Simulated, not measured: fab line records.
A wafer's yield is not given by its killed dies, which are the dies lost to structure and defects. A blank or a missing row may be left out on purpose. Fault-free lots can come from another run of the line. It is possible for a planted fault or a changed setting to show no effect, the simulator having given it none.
fab line records -- flow nand_harc -- part 1 of 2: steps 1 to 4 of 6
record lots=23, wafers=69, last_day=33
route steps=1302 shown A_STAIRCASE@684
lots with no fault: from the same line, run without faults
start_h: hours from the record's first day to the start of the lot's first wafer shown -- wait_h: hours from the lot's prior step to this one -- " as in the row above -- L1.1+2: several wafers, shown together as one row -- - no value, or no start given -- * or withheld: withheld -- < > ~ a bound
route shown NAME@n: NAME is a module with steps in the file, n the number in the route of the first one -- usual: average and standard deviation across the fault-free wafers -- same: alike in all rows -- chamber/n: place in a boat -- sites: per-site readings -- _std_site: standard deviation across them -- _edge_site: the outer-site mean with the inner-site mean subtracted -- radius_mm: how far each site lies from the wafer's centre -- mask NAME#n: copy n -- behind: tool/chamber where the wafer was last shaped -- hold: why the lot went on hold/how many hours it stayed there/how the hold came to an end -- device: whichever transistor did not switch (one of n, p or np) -- end of line: at the end of the route, the tests of the same wafers -- for a step that has no rows: nothing shown but its recipe -- killed: dies lost to structure and defects at the first sort, not the wafer's yield -- map: the dies of a wafer, with x for killed, . for not killed, _ for no die there
set.NAME: the setting that was run; set.NAME@STEP: the one run at that earlier step -- model.NAME: the simulator's own value behind a step, which no gauge read
one table for each step of the route and one row for each wafer, over a sample of lots
services: when a tool's chamber went out of use (start_h, in hours from the record's first day, below 0 if earlier), for how many hours, and the reason
## steps
# step NHARC_A_STAIRCASE_ETCH_27
# recipe target_depth_a=1000, time_s=40.5, ion_energy_ev=400, c4f8_flow_sccm=20, o2_flow_sccm=10, ar_flow_sccm=withheld, rf_w=600, bias_w=1000, chemistry=C4F8/O2
# usual oes_product_au=0.947/0.011, rf_vpp_V=894/4.5
lot.wafer,tool,chamber,start_h,wait_h,oes_product_au,rf_hours_counter_h,rf_vpp_V
L075.2,rie_diel-09,2,-,-,0.957,10,900
L075.3,rie_diel-09,3,-,-,0.952,12,901
L075.5,rie_diel-09,0,-,-,0.935,-,897
L074.3,rie_diel-12,0,-,-,0.956,34,887
L074.2,rie_diel-12,1,-,-,0.963,27,892
L074.4,rie_diel-12,2,-,-,0.974,29,895
L076.1,rie_diel-02,0,-,-,0.940,54,888
L076.6,rie_diel-02,1,-,-,0.949,-,889
L076.5,rie_diel-02,2,-,-,0.949,-,893
L078.2,rie_diel-12,0,-,-,0.957,41,886
L078.4,rie_diel-12,2,-,-,0.955,36,893
L078.5,rie_diel-12,0,-,-,0.938,-,890
L079.2,rie_diel-12,3,-,-,0.958,46,894
L079.4,rie_diel-12,2,-,-,0.956,44,895
L079.5,rie_diel-12,0,-,-,0.955,-,888
L080.3,rie_diel-02,1,-,-,0.925,6,889
L080.4,rie_diel-02,2,-,-,0.948,4,893
L080.6,rie_diel-02,0,-,-,0.964,-,886
L081.4,rie_diel-02,1,-,-,0.935,10,889
L081.6,rie_diel-02,2,-,-,0.951,-,893
L081.5,rie_diel-02,3,-,-,0.956,-,890
L082.1,rie_diel-09,0,-,-,0.935,40,897
L082.4,rie_diel-09,2,-,-,0.947,35,898
L082.5,rie_diel-09,0,-,-,0.937,-,896
L084.3,rie_diel-09,0,-,-,0.951,43,896
L084.2,rie_diel-09,1,-,-,0.940,37,902
L084.4,rie_diel-09,2,-,-,0.945,39,897
L083.2,rie_diel-12,2,-,-,0.947,2,893
L083.1,rie_diel-12,3,-,-,0.937,2,894
L083.6,rie_diel-12,0,-,-,0.943,-,887
L085.4,rie_diel-02,0,-,-,0.944,23,886
L085.1,rie_diel-02,2,-,-,0.933,25,894
L085.5,rie_diel-02,3,-,-,0.950,-,890
L086.2,rie_diel-09,0,-,-,0.930,44,896
L086.1,rie_diel-09,1,-,-,0.939,38,902
L086.5,rie_diel-09,3,-,-,0.943,-,900
L087.3,rie_diel-12,0,-,-,0.929,10,887
L087.1,rie_diel-12,2,-,-,0.937,12,894
L087.2,rie_diel-12,3,-,-,0.943,12,893
L088.1,rie_diel-09,3,-,-,0.962,1,900
L088.3,rie_diel-09,0,-,-,0.948,1,895
L088.4,rie_diel-09,1,-,-,0.942,1,899
L089.2,rie_diel-09,0,-,-,0.939,1,896
L089.1,rie_diel-09,2,-,-,0.974,1,898
L089.3,rie_diel-09,3,-,-,0.951,1,899
L090.1,rie_diel-12,0,-,-,0.953,23,887
L090.3,rie_diel-12,1,-,-,0.927,20,892
L090.4,rie_diel-12,2,-,-,0.963,20,893
L092.4,rie_diel-12,1,-,-,0.947,27,891
L092.2,rie_diel-12,2,-,-,0.951,29,893
L092.1,rie_diel-12,0,-,-,0.953,29,888
L091.1,rie_diel-02,3,-,-,0.940,44,890
L091.3,rie_diel-02,2,-,-,0.945,46,894
L091.5,rie_diel-02,2,-,-,0.927,-,892
L093.1,rie_diel-12,3,-,-,0.948,36,892
L093.3,rie_diel-12,0,-,-,0.960,34,887
L093.5,rie_diel-12,3,-,-,0.961,-,892
L095.3,rie_diel-12,2,-,-,0.948,39,893
L095.1,rie_diel-12,3,-,-,0.948,43,892
L095.4,rie_diel-12,0,-,-,0.944,-,887
L094.4,rie_diel-09,3,-,-,0.964,18,901
L094.1,rie_diel-09,0,-,-,0.939,16,895
L094.5,rie_diel-09,1,-,-,0.948,-,900
L096.1,rie_diel-09,2,-,-,0.942,27,898
L096.3,rie_diel-09,3,-,-,0.954,27,899
L096.2,rie_diel-09,0,-,-,0.931,26,895
L097.1,rie_diel-12,3,-,-,0.945,54,891
L097.6,rie_diel-12,3,-,-,0.931,-,892
L097.5,rie_diel-12,0,-,-,0.938,-,887
# step NHARC_A_STAIRCASE_ETCH_188
# recipe target_depth_a=1000, time_s=40.5, ion_energy_ev=400, c4f8_flow_sccm=20, o2_flow_sccm=10, ar_flow_sccm=withheld, rf_w=600, bias_w=1000, chemistry=C4F8/O2
# usual oes_product_au=0.944/0.015, rf_vpp_V=894/4.6
lot.wafer,tool,chamber,start_h,wait_h,oes_product_au,rf_hours_counter_h,rf_vpp_V
L075.2,rie_diel-02,0,-,-,0.936,52,889
L075.3,rie_diel-02,1,-,-,0.931,52,889
L075.5,rie_diel-02,0,-,-,0.929,-,889
L076.1,rie_diel-12,3,-,-,0.952,39,893
L076.6,rie_diel-12,0,-,-,0.933,-,889
L076.5,rie_diel-12,1,-,-,0.941,-,893
L074.2,rie_diel-09,0,-,-,0.935,16,897
L074.3,rie_diel-09,1,-,-,0.944,8,901
L074.4,rie_diel-09,2,-,-,0.934,13,898
L078.2,rie_diel-12,0,-,-,0.941,42,889
L078.5,rie_diel-12,2,-,-,0.960,-,894
L078.4,rie_diel-12,1,-,-,0.953,-,893
L079.4,rie_diel-12,3,-,-,0.954,47,893
L079.2,rie_diel-12,1,-,-,0.949,43,892
L079.5,rie_diel-12,2,-,-,0.954,-,893
L080.4,rie_diel-12,0,-,-,0.932,50,888
L080.3,rie_diel-12,2,-,-,0.940,45,894
L080.6,rie_diel-12,3,-,-,0.951,-,895
L081.4,rie_diel-12,0,-,-,0.932,56,888
L081.6,rie_diel-12,3,-,-,0.940,-,894
L081.5,rie_diel-12,0,-,-,0.928,-,888
L082.4,rie_diel-09,1,-,-,0.934,34,901
L082.1,rie_diel-09,2,-,-,0.946,35,899
L082.5,rie_diel-09,0,-,-,0.921,-,896
L084.3,rie_diel-02,2,-,-,0.950,23,893
L084.2,rie_diel-02,3,-,-,0.943,21,892
L084.4,rie_diel-02,0,-,-,0.952,22,888
L083.1,rie_diel-12,0,-,-,0.936,2,888
L083.2,rie_diel-12,2,-,-,0.952,2,894
L083.6,rie_diel-12,1,-,-,0.935,-,893
L085.1,rie_diel-12,3,-,-,0.961,4,895
L085.4,rie_diel-12,1,-,-,0.948,4,893
L085.5,rie_diel-12,3,-,-,0.959,-,893
L086.2,rie_diel-02,1,-,-,0.952,26,888
L086.1,rie_diel-02,0,-,-,0.947,24,886
L086.5,rie_diel-02,2,-,-,0.956,-,894
L087.3,rie_diel-09,2,-,-,0.968,46,897
L087.1,rie_diel-09,3,-,-,0.952,49,901
L087.2,rie_diel-09,0,-,-,0.931,51,896
L088.4,rie_diel-02,3,-,-,0.940,36,890
L088.1,rie_diel-02,0,-,-,0.932,36,885
L088.3,rie_diel-02,2,-,-,0.925,39,893
L089.3,rie_diel-12,0,-,-,0.958,23,887
L089.2,rie_diel-12,1,-,-,0.941,21,893
L089.1,rie_diel-12,3,-,-,0.942,22,894
L090.4,rie_diel-09,2,-,-,0.987,2,898
L090.3,rie_diel-09,3,-,-,0.984,2,900
L090.1,rie_diel-09,0,-,-,0.954,2,895
L092.4,rie_diel-09,3,-,-,0.942,7,899
L092.2,rie_diel-09,0,-,-,0.912,7,895
L092.1,rie_diel-09,1,-,-,0.931,7,900
L091.3,rie_diel-09,1,-,-,0.909,8,900
L091.1,rie_diel-09,3,-,-,0.955,7,900
L091.5,rie_diel-09,2,-,-,0.942,-,896
L093.3,rie_diel-12,1,-,-,0.915,31,891
L093.1,rie_diel-12,3,-,-,0.929,37,893
L093.5,rie_diel-12,2,-,-,0.935,-,895
L095.1,rie_diel-09,2,-,-,0.970,18,898
L095.3,rie_diel-09,0,-,-,0.943,16,896
L095.4,rie_diel-09,1,-,-,0.954,16,901
L094.4,rie_diel-02,3,-,-,0.955,58,889
L094.1,rie_diel-02,1,-,-,0.939,52,890
L094.5,rie_diel-02,0,-,-,0.963,-,886
L096.2,rie_diel-02,1,-,-,0.956,1,887
L096.1,rie_diel-02,2,-,-,0.952,1,892
L096.3,rie_diel-02,3,-,-,0.946,1,888
L097.1,rie_diel-09,3,-,-,0.946,28,899
L097.6,rie_diel-09,3,-,-,0.945,-,898
L097.5,rie_diel-09,0,-,-,0.908,-,895
# step NHARC_A_STAIRCASE_TRIM_193
# recipe time_s=211.2, o2_flow_sccm=500, ar_flow_sccm=0, bias_w=0, chemistry=O2
# usual drypump_motor_current_A=5.9/0.54, o2_flow_sccm=499.9/1.4, oes_product_au=1.005/0.012, rf_vpp_V=57.6/0.81, showerhead_plenum_p_Torr=3.47/0.12, throttle_valve_pct=17.035/0.0082
lot.wafer,tool,chamber,start_h,wait_h,drypump_motor_current_A,o2_flow_sccm,oes_product_au,rf_hours_counter_h,rf_vpp_V,showerhead_plenum_p_Torr,throttle_valve_pct
L075.3,rie_diel-02,0,-,-,5.6,500.0,1.000,52,58.1,3.30,17.030
L075.2,rie_diel-02,2,-,-,4.7,498.5,0.993,49,57.8,3.46,17.045
L075.5,rie_diel-02,3,-,-,6.0,500.1,0.999,-,58.2,3.38,17.026
L074.4,rie_diel-09,2,-,-,5.5,502.2,1.012,13,57.6,3.59,17.025
L074.3,rie_diel-09,3,-,-,6.6,499.0,1.014,16,58.3,3.66,17.035
L074.2,rie_diel-09,0,-,-,5.3,500.5,1.002,16,58.4,3.54,17.045
L076.1,rie_diel-12,0,-,-,6.7,498.6,1.013,35,57.6,3.33,17.034
L076.6,rie_diel-12,0,-,-,6.7,498.6,1.009,-,57.7,3.33,17.032
L076.5,rie_diel-12,1,-,-,6.1,500.1,1.015,-,57.1,3.45,17.045
L078.2,rie_diel-12,0,-,-,6.8,499.5,1.002,43,56.0,3.32,17.042
L078.5,rie_diel-12,2,-,-,5.9,499.6,1.025,-,57.9,3.47,17.029
L078.4,rie_diel-12,0,-,-,6.8,498.9,1.002,-,57.6,3.32,17.025
L079.2,rie_diel-12,1,-,-,6.2,499.4,1.023,43,56.6,3.44,17.024
L079.4,rie_diel-12,0,-,-,6.8,499.3,1.000,50,57.9,3.32,17.034
L079.5,rie_diel-12,2,-,-,5.9,498.5,1.017,-,58.8,3.47,17.031
L080.3,rie_diel-12,0,-,-,6.7,500.6,0.998,50,57.8,3.32,17.050
L080.4,rie_diel-12,2,-,-,5.9,497.0,1.020,45,55.9,3.47,17.040
L080.6,rie_diel-12,3,-,-,5.4,499.9,1.009,-,57.9,3.47,17.032
L081.4,rie_diel-12,0,-,-,6.8,500.8,0.989,56,57.2,3.32,17.021
L081.6,rie_diel-12,0,-,-,6.7,500.5,0.997,-,57.4,3.32,17.055
L081.5,rie_diel-12,1,-,-,6.2,499.2,1.018,-,56.2,3.44,17.041
L082.4,rie_diel-09,0,-,-,5.4,498.8,0.981,40,57.1,3.52,17.033
L082.1,rie_diel-09,1,-,-,5.6,500.7,0.997,34,59.3,3.67,17.039
L082.5,rie_diel-09,3,-,-,6.6,499.7,1.012,-,58.9,3.65,17.024
L084.3,rie_diel-02,3,-,-,6.1,500.4,1.006,22,56.3,3.36,17.046
L084.4,rie_diel-02,0,-,-,5.6,497.7,1.022,22,56.2,3.28,17.022
L084.2,rie_diel-02,2,-,-,4.8,501.3,1.008,23,57.9,3.45,17.037
L083.2,rie_diel-12,0,-,-,6.8,500.2,1.012,3,57.6,3.31,17.028
L083.1,rie_diel-12,2,-,-,5.8,497.5,1.018,2,58.4,3.46,17.047
L083.6,rie_diel-12,0,-,-,6.8,503.8,1.015,-,56.4,3.31,17.023
L085.4,rie_diel-12,1,-,-,6.1,498.7,1.022,4,58.5,3.44,17.041
L085.1,rie_diel-12,2,-,-,5.9,500.3,1.019,4,56.9,3.46,17.029
L085.5,rie_diel-12,2,-,-,5.9,498.9,1.022,-,58.6,3.46,17.029
L086.2,rie_diel-02,1,-,-,6.0,496.9,0.979,26,57.0,3.33,17.040
L086.1,rie_diel-02,2,-,-,4.8,502.6,0.989,26,57.4,3.45,17.037
L086.5,rie_diel-02,1,-,-,6.0,500.7,0.975,-,58.0,3.33,17.025
L087.3,rie_diel-09,0,-,-,5.4,500.0,0.993,55,57.4,3.51,17.036
L087.2,rie_diel-09,1,-,-,5.6,497.5,0.987,47,58.5,3.66,17.031
L087.1,rie_diel-09,3,-,-,6.6,500.2,1.017,53,58.7,3.64,17.022
L088.3,rie_diel-02,1,-,-,6.1,498.9,0.994,39,57.2,3.32,17.028
L088.4,rie_diel-02,2,-,-,4.8,500.5,1.005,39,56.4,3.44,17.027
L088.1,rie_diel-02,3,-,-,6.0,500.0,1.003,36,56.7,3.35,17.041
L089.1,rie_diel-12,3,-,-,5.3,500.8,1.011,22,56.8,3.45,17.037
L089.3,rie_diel-12,1,-,-,6.2,501.0,0.989,21,57.3,3.43,17.037
L089.2,rie_diel-12,2,-,-,5.9,498.0,1.014,20,57.3,3.45,17.050
L090.1,rie_diel-09,3,-,-,6.6,498.1,1.023,2,56.5,3.64,17.052
L090.3,rie_diel-09,0,-,-,5.4,497.7,1.001,2,57.0,3.51,17.030
L090.4,rie_diel-09,2,-,-,5.5,500.0,1.027,2,58.4,3.57,17.043
L092.2,rie_diel-09,3,-,-,6.6,500.2,1.026,7,57.3,3.64,17.029
L092.4,rie_diel-09,1,-,-,5.6,498.7,0.992,8,56.7,3.65,17.043
L092.1,rie_diel-09,2,-,-,5.5,499.9,1.013,8,57.9,3.57,17.035
L091.1,rie_diel-09,2,-,-,5.5,500.1,1.002,8,57.8,3.56,17.041
L091.3,rie_diel-09,1,-,-,5.6,497.7,0.987,8,57.6,3.65,17.031
L091.5,rie_diel-09,3,-,-,6.6,498.9,1.016,-,59.9,3.63,17.041
L093.3,rie_diel-12,3,-,-,5.3,500.6,1.007,38,59.0,3.45,17.031
L093.1,rie_diel-12,0,-,-,6.8,500.9,1.000,36,57.4,3.29,17.035
L093.5,rie_diel-12,3,-,-,5.4,502.1,1.012,-,58.3,3.45,17.037
L095.1,rie_diel-09,1,-,-,5.6,500.4,0.987,16,57.2,3.65,17.045
L095.3,rie_diel-09,2,-,-,5.5,503.4,1.011,18,58.8,3.56,17.038
L095.4,rie_diel-09,3,-,-,6.6,501.0,1.018,18,57.2,3.63,17.029
L094.1,rie_diel-02,0,-,-,5.6,498.3,1.004,57,57.6,3.26,17.028
L094.4,rie_diel-02,2,-,-,4.7,500.3,0.995,62,56.8,3.43,17.034
L094.5,rie_diel-02,0,-,-,5.6,499.7,1.004,-,57.9,3.26,17.036
L096.3,rie_diel-02,2,-,-,4.7,497.5,0.986,2,58.9,3.43,17.037
L096.1,rie_diel-02,0,-,-,5.6,501.6,0.993,2,57.5,3.81,17.033
L096.2,rie_diel-02,1,-,-,6.0,499.0,0.986,2,56.3,3.31,17.038
L097.1,rie_diel-09,2,-,-,5.5,500.5,0.998,29,58.0,3.55,17.034
L097.5,rie_diel-09,2,-,-,5.5,499.1,1.010,-,57.5,3.55,17.037
L097.6,rie_diel-09,3,-,-,6.6,498.7,1.019,-,57.0,3.62,17.041
# step NHARC_A_STAIRCASE_ETCH_197
# recipe target_depth_a=1000, time_s=40.5, ion_energy_ev=400, c4f8_flow_sccm=20, o2_flow_sccm=10, ar_flow_sccm=withheld, rf_w=600, bias_w=1000, chemistry=C4F8/O2
# usual oes_product_au=0.957/0.018, rf_vpp_V=894/4.6
lot.wafer,tool,chamber,start_h,wait_h,oes_product_au,rf_hours_counter_h,rf_vpp_V
L075.2,rie_diel-09,3,-,-,0.954,13,902
L075.3,rie_diel-09,1,-,-,0.943,6,903
L075.5,rie_diel-09,0,-,-,0.945,-,897
L074.4,rie_diel-09,3,-,-,0.952,16,901
L074.2,rie_diel-09,0,-,-,0.947,16,896
L074.3,rie_diel-09,1,-,-,0.941,9,901
L076.1,rie_diel-12,2,-,-,0.956,31,892
L076.5,rie_diel-12,3,-,-,0.966,-,893
L076.6,rie_diel-12,0,-,-,0.952,-,889
L078.2,rie_diel-12,1,-,-,0.945,40,892
L078.5,rie_diel-12,2,-,-,0.964,-,895
L078.4,rie_diel-12,0,-,-,0.945,-,888
L079.2,rie_diel-02,0,-,-,0.990,6,887
L079.4,rie_diel-02,1,-,-,0.954,6,889
L079.5,rie_diel-02,1,-,-,0.955,-,890
L080.4,rie_diel-12,0,-,-,0.953,51,889
L080.3,rie_diel-12,2,-,-,0.949,45,893
L080.6,rie_diel-12,0,-,-,0.948,-,888
L081.4,rie_diel-12,0,-,-,0.955,56,889
L081.5,rie_diel-12,0,-,-,0.955,-,888
L081.6,rie_diel-12,1,-,-,0.974,-,893
L082.1,rie_diel-02,1,-,-,0.944,19,890
L082.4,rie_diel-02,3,-,-,0.975,18,890
L082.5,rie_diel-02,0,-,-,0.984,-,888
L084.2,rie_diel-02,3,-,-,0.952,22,890
L084.3,rie_diel-02,0,-,-,0.960,22,885
L084.4,rie_diel-02,2,-,-,0.939,24,892
L083.1,rie_diel-12,2,-,-,0.977,2,894
L083.2,rie_diel-12,0,-,-,0.938,3,889
L083.6,rie_diel-12,2,-,-,0.968,-,895
L085.1,rie_diel-12,2,-,-,0.965,4,894
L085.4,rie_diel-12,1,-,-,0.953,4,893
L085.5,rie_diel-12,2,-,-,0.966,-,893
L086.2,rie_diel-02,2,-,-,0.930,26,893
L086.1,rie_diel-02,0,-,-,0.948,24,887
L086.5,rie_diel-02,2,-,-,0.930,-,893
L087.2,rie_diel-02,3,-,-,0.986,31,890
L087.1,rie_diel-02,0,-,-,0.978,32,888
L087.3,rie_diel-02,2,-,-,0.982,34,892
L088.3,rie_diel-09,2,-,-,0.985,2,897
L088.1,rie_diel-09,3,-,-,0.996,1,900
L088.4,rie_diel-09,1,-,-,0.949,1,901
L089.2,rie_diel-02,1,-,-,0.950,40,888
L089.3,rie_diel-02,3,-,-,0.973,36,891
L089.1,rie_diel-02,0,-,-,0.966,37,885
L090.3,rie_diel-09,2,-,-,0.971,2,896
L090.1,rie_diel-09,3,-,-,0.953,3,899
L090.4,rie_diel-09,0,-,-,0.938,2,895
L092.2,rie_diel-09,2,-,-,0.960,8,898
L092.1,rie_diel-09,3,-,-,0.963,8,898
L092.4,rie_diel-09,0,-,-,0.928,8,895
L091.1,rie_diel-09,3,-,-,0.956,8,899
L091.3,rie_diel-09,1,-,-,0.940,9,900
L091.5,rie_diel-09,3,-,-,0.954,-,900
L093.1,rie_diel-09,0,-,-,0.960,11,895
L093.3,rie_diel-09,1,-,-,0.951,12,900
L093.5,rie_diel-09,2,-,-,0.971,-,898
L095.4,rie_diel-09,0,-,-,0.945,16,895
L095.1,rie_diel-09,1,-,-,0.925,16,899
L095.3,rie_diel-09,3,-,-,0.968,18,899
L094.4,rie_diel-02,0,-,-,0.943,58,887
L094.1,rie_diel-02,3,-,-,0.951,59,888
L094.5,rie_diel-02,0,-,-,0.955,-,887
L096.3,rie_diel-09,0,-,-,0.970,27,892
L096.1,rie_diel-09,2,-,-,0.974,28,898
L096.2,rie_diel-09,3,-,-,0.996,28,901
L097.1,rie_diel-12,3,-,-,0.977,55,892
L097.6,rie_diel-12,3,-,-,0.981,-,892
L097.5,rie_diel-12,0,-,-,0.970,-,885
